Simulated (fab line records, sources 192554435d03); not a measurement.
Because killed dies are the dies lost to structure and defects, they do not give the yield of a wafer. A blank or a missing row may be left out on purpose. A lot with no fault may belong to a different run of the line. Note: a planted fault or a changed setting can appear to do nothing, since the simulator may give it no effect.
The tool behind it: which one? / flow n5_finfet / 11 lots with 33 wafers sampled at 5 steps, on a route of 1938 steps

## WHAT EACH GAUGE READ, for each wafer
N5_BEOL_M10_CD_MEAS_35: the cd target is 70 nm.
lot=L076; measured=day 10 04:29; on=cd_sem-03; cd_nm (nm)=69.0 69.8 70.4
lot=L077; measured=day 10 12:10; on=cd_sem-03; cd_nm (nm)=70.6 71.9 69.7
lot=L079; measured=day 11 12:34; on=cd_sem-02; cd_nm (nm)=70.8 70.4 69.5
lot=L081; measured=day 12 00:55; on=cd_sem-01; cd_nm (nm)=69.5 69.4 70.7
lot=L083; measured=day 12 07:50; on=cd_sem-02; cd_nm (nm)=71.1 70.4 70.7
lot=L085; measured=day 13 07:38; on=cd_sem-02; cd_nm (nm)=71.1 70.3 69.7
lot=L089; measured=day 13 15:00; on=cd_sem-03; cd_nm (nm)=69.3 69.3 70.2
lot=L088; measured=day 14 14:41; on=cd_sem-03; cd_nm (nm)=71.2 71.5 69.7
lot=L091; measured=day 14 21:26; on=cd_sem-03; cd_nm (nm)=70.9 69.9 69.3
lot=L093; measured=day 15 16:17; on=cd_sem-01; cd_nm (nm)=69.7 70.2 69.3
lot=L097; measured=day 15 23:00; on=cd_sem-01; cd_nm (nm)=70.1 70.4 69.5

## EACH LOT AND THE TOOL THAT RAN IT (in order: tool; ch and the chambers of the sampled wafers; start)
lot=L076; N5_BEOL_M9_STRIP_67=rie_diel-01 ch 0,1,3, day 9 17:31; N5_BEOL_M9_SURFACE_TREAT_79=pvd_sputter-01, day 9 20:43; N5_BEOL_M10_DESCUM_33=rie_diel-03 ch 0,1,3, day 10 03:50; N5_BEOL_M10_STRIP_36=rie_diel-03 ch 0,1,3, day 10 04:07
lot=L077; N5_BEOL_M9_STRIP_67=rie_diel-06 ch 0,1,2, day 10 01:32; N5_BEOL_M9_SURFACE_TREAT_79=pvd_sputter-03, day 10 05:13; N5_BEOL_M10_DESCUM_33=rie_diel-04 ch 0,1,3, day 10 11:31; N5_BEOL_M10_STRIP_36=rie_diel-04 ch 0,1,3, day 10 11:47
lot=L079; N5_BEOL_M9_STRIP_67=rie_diel-02 ch 1,2,3, day 10 20:17; N5_BEOL_M9_SURFACE_TREAT_79=pvd_sputter-01, day 10 22:59; N5_BEOL_M10_DESCUM_33=rie_diel-05 ch 1,2, day 11 11:55; N5_BEOL_M10_STRIP_36=rie_diel-05 ch 1,2, day 11 12:11
lot=L081; N5_BEOL_M9_STRIP_67=rie_diel-02 ch 2,3, day 11 08:26; N5_BEOL_M9_SURFACE_TREAT_79=pvd_sputter-02, day 11 13:20; N5_BEOL_M10_DESCUM_33=rie_diel-04 ch 0,2, day 11 23:58; N5_BEOL_M10_STRIP_36=rie_diel-04 ch 0,2, day 12 00:23
lot=L083; N5_BEOL_M9_STRIP_67=rie_diel-01 ch 0,1,2, day 11 21:34; N5_BEOL_M9_SURFACE_TREAT_79=pvd_sputter-01, day 12 01:39; N5_BEOL_M10_DESCUM_33=rie_diel-05 ch 0,1,2, day 12 07:11; N5_BEOL_M10_STRIP_36=rie_diel-05 ch 0,1,2, day 12 07:27
lot=L085; N5_BEOL_M9_STRIP_67=rie_diel-01 ch 1,2, day 12 19:32; N5_BEOL_M9_SURFACE_TREAT_79=pvd_sputter-03, day 12 22:46; N5_BEOL_M10_DESCUM_33=rie_diel-03 ch 1,2,3, day 13 06:59; N5_BEOL_M10_STRIP_36=rie_diel-03 ch 1,2,3, day 13 07:16
lot=L089; N5_BEOL_M9_STRIP_67=rie_diel-06 ch 0,3, day 13 05:10; N5_BEOL_M9_SURFACE_TREAT_79=pvd_sputter-03, day 13 08:53; N5_BEOL_M10_DESCUM_33=rie_diel-03 ch 1,2,3, day 13 14:21; N5_BEOL_M10_STRIP_36=rie_diel-03 ch 1,2,3, day 13 14:37
lot=L088; N5_BEOL_M9_STRIP_67=rie_diel-01 ch 0,3, day 14 01:22; N5_BEOL_M9_SURFACE_TREAT_79=pvd_sputter-03, day 14 05:11; N5_BEOL_M10_DESCUM_33=rie_diel-04 ch 1,2, day 14 14:02; N5_BEOL_M10_STRIP_36=rie_diel-04 ch 1,2, day 14 14:19
lot=L091; N5_BEOL_M9_STRIP_67=rie_diel-06 ch 0,3, day 14 11:20; N5_BEOL_M9_SURFACE_TREAT_79=pvd_sputter-02, day 14 14:48; N5_BEOL_M10_DESCUM_33=rie_diel-04 ch 1,3, day 14 20:47; N5_BEOL_M10_STRIP_36=rie_diel-04 ch 1,3, day 14 21:04
lot=L093; N5_BEOL_M9_STRIP_67=rie_diel-01 ch 1,2,3, day 15 05:07; N5_BEOL_M9_SURFACE_TREAT_79=pvd_sputter-02, day 15 09:14; N5_BEOL_M10_DESCUM_33=rie_diel-03 ch 0,1,2, day 15 15:38; N5_BEOL_M10_STRIP_36=rie_diel-03 ch 0,1,2, day 15 15:55
lot=L097; N5_BEOL_M9_STRIP_67=rie_diel-01 ch 0,1,2, day 15 13:08; N5_BEOL_M9_SURFACE_TREAT_79=pvd_sputter-02, day 15 17:13; N5_BEOL_M10_DESCUM_33=rie_diel-03 ch 1,2,3, day 15 22:20; N5_BEOL_M10_STRIP_36=rie_diel-03 ch 1,2,3, day 15 22:37
- N5_BEOL_M9_STRIP_67: strips in CF4.
- N5_BEOL_M9_SURFACE_TREAT_79
- N5_BEOL_M10_DESCUM_33: chemistry O2, time 7.9 s.
- N5_BEOL_M10_STRIP_36: strips in N2/H2.

## THE ANSWER, worked out from the rows above alone
Rule: what is usual is taken from the lots themselves. Put in order of their means at a reading, lots are off if they are a third of the lots or fewer, leave a main group of 4 or more, and stand apart from it by a gap of 3 or more times the standard deviation of the main group's means; of several such gaps the widest counts. The tables above print the reading to a certain number of digits; a main group whose means all agree to those digits is not used. Also off: a lot with no number at a reading for which 4 or more lots have one. The other lots that the step has rows for count as sound.
No lot is off at any reading shown: from this, nothing can be told.

## WHAT THE SIMULATOR HAD INSERTED
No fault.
